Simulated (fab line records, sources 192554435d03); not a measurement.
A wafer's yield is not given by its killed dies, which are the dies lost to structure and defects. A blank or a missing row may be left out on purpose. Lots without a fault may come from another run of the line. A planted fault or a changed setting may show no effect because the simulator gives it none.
Matching of chambers -- flow n5_finfet -- N5_BEOL_M8_ETCH_61 on rie_diel-01 has 4 sister chambers
The step etches SiARC in CF4, target depth 45.5 nm, time 75.8 s. 16 wafers are shown with their chamber, then 8 later ones without.

## EACH WAFER AND ITS CHAMBER
wafer,chamber,showerhead_plenum_p_Torr (Torr),etch_rf_on_time_s (s),throttle_valve_pct (%)
L075.1,3,2.15,78,15.65
L075.5,3,2.15,77,15.65
L075.6,1,2.21,76,15.97
L079.2,0,2.18,72,15.50
L079.4,1,2.20,77,15.99
L079.6,3,2.15,78,15.68
L081.1,1,2.20,77,16.00
L081.2,0,2.17,72,15.53
L081.5,3,2.15,78,15.68
L082.1,3,2.15,78,15.69
L082.3,2,2.29,80,15.75
L082.5,1,2.20,77,16.00
L085.1,1,2.20,77,16.01
L085.4,3,2.14,78,15.70
L085.5,1,2.20,77,16.01
L088.2,1,2.19,76,16.03

SIGNATURES (means of the wafers above)
reading,chamber 0,chamber 1,chamber 2,chamber 3,scatter within a chamber
showerhead_plenum_p_Torr,2.1750,2.2000,2.2900,2.1483,0.00527
etch_rf_on_time_s,72.00,76.71,80.00,77.83,0.434
throttle_valve_pct,15.5150,16.0014,15.7500,15.6750,0.0198
Rule: a wafer's distance from a chamber is the root of the sum, over the readings, of the square of ((its reading less the chamber's mean) divided by the reading's scatter). The wafer belongs to the nearest chamber; if the next one is less than 2 further off, it can't be placed. The scatter is the square root of a quotient: the sum, over the shown wafers, of each reading's squared deviation from its chamber's mean, divided by wafers minus chambers.

## WAFERS WHOSE CHAMBER IS MISSING
wafer,showerhead_plenum_p_Torr (Torr),etch_rf_on_time_s (s),throttle_valve_pct (%)
L088.4,2.14,78,15.71
L088.6,2.14,77,15.70
L090.3,2.28,79,15.76
L090.5,2.29,79,15.77
L090.6,2.14,78,15.72
L092.3,2.14,78,15.73
L092.4,2.19,77,16.03
L092.5,2.29,80,15.77

## THE CHAMBER EACH PASSED THROUGH
wafer,from the rows above,in truth
L088.4,3,3
L088.6,3,3
L090.3,2,2
L090.5,2,2
L090.6,3,3
L092.3,3,3
L092.4,1,1
L092.5,2,2
8 of 8 placed correctly. From these rows, 0 cannot be placed. Wrongly placed: 0.
